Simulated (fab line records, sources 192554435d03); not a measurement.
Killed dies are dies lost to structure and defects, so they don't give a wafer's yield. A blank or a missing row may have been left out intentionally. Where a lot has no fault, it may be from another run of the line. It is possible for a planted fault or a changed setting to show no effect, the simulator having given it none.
Chamber matching + flow n5-finfet + rie-diel-02 running N5_STI_FIN_REVEAL_STRIP_24: 4 sister chambers
The step strips in N2/H2, time 90 s. 16 wafers are shown with their chamber, then 8 later ones without.

WAFERS PAIRED WITH THEIR CHAMBERS
| wafer  | chamber | drypump-motor-current-A (A) | showerhead-plenum-p-Torr (Torr) | throttle-valve-pct (%) |
|--------|---------|-----------------------------|---------------------------------|------------------------|
| L075.1 | 0       | 5.1                         | 3.22                            | 12.46                  |
| L075.4 | 1       | 6.4                         | 3.34                            | 12.05                  |
| L075.6 | 0       | 5.1                         | 3.22                            | 12.47                  |
| L079.2 | 2       | 5.1                         | 3.33                            | 11.98                  |
| L079.4 | 1       | 6.4                         | 3.34                            | 12.04                  |
| L079.6 | 0       | 5.1                         | 3.22                            | 12.49                  |
| L084.3 | 0       | 5.1                         | 3.21                            | 12.51                  |
| L084.4 | 0       | 5.1                         | 3.21                            | 12.52                  |
| L084.6 | 1       | 6.4                         | 3.33                            | 12.09                  |
| L090.1 | 2       | 5.2                         | 3.32                            | 12.04                  |
| L090.2 | 0       | 5.1                         | 3.21                            | 12.56                  |
| L090.3 | 3       | 5.3                         | 3.57                            | 11.75                  |
| L091.1 | 0       | 5.1                         | 3.21                            | 12.57                  |
| L091.2 | 2       | 5.1                         | 3.32                            | 12.05                  |
| L091.6 | 3       | 5.3                         | 3.57                            | 11.74                  |
| L094.3 | 0       | 5.1                         | 3.20                            | 12.57                  |

SIGNATURES (averages over the wafers above)
| reading                  | chamber 0 | chamber 1 | chamber 2 | chamber 3 | scatter within a chamber |
|--------------------------|-----------|-----------|-----------|-----------|--------------------------|
| drypump-motor-current-A  | 5.100     | 6.400     | 5.133     | 5.300     | 0.0236                   |
| showerhead-plenum-p-Torr | 3.2125    | 3.3367    | 3.3233    | 3.5700    | 0.00635                  |
| throttle-valve-pct       | 12.5188   | 12.0600   | 12.0233   | 11.7450   | 0.0387                   |
Rule: distance of a wafer from a chamber = root of the sum over the readings of ((wafer's reading minus chamber's mean) / reading's scatter) squared. If the next closest chamber is less than 2 further off than the closest, the wafer can't be placed; otherwise it belongs to the closest. The scatter: take each reading less its chamber's mean, square it, sum over the shown wafers, divide by the number of wafers less the number of chambers, and take the root.

WAFERS MISSING THEIR CHAMBER
| wafer  | drypump-motor-current-A (A) | showerhead-plenum-p-Torr (Torr) | throttle-valve-pct (%) |
|--------|-----------------------------|---------------------------------|------------------------|
| L094.4 | 6.4                         | 3.32                            | 12.12                  |
| L094.6 | 5.2                         | 3.31                            | 12.05                  |
| L095.2 | 5.3                         | 3.57                            | 11.76                  |
| L095.3 | 5.1                         | 3.20                            | 12.58                  |
| L095.6 | 6.4                         | 3.32                            | 12.14                  |
| L097.1 | 5.1                         | 3.20                            | 12.60                  |
| L097.2 | 5.3                         | 3.56                            | 11.77                  |
| L097.4 | 5.3                         | 3.56                            | 11.79                  |

EACH ONE'S CHAMBER
| wafer  | from the rows above | in truth |
|--------|---------------------|----------|
| L094.4 | 1                   | 1        |
| L094.6 | 2                   | 2        |
| L095.2 | 3                   | 3        |
| L095.3 | 0                   | 0        |
| L095.6 | 1                   | 1        |
| L097.1 | 0                   | 0        |
| L097.2 | 3                   | 3        |
| L097.4 | 3                   | 3        |
Correct placement for 8 of the 8. Not placeable from these rows: 0. Number placed wrongly: 0.
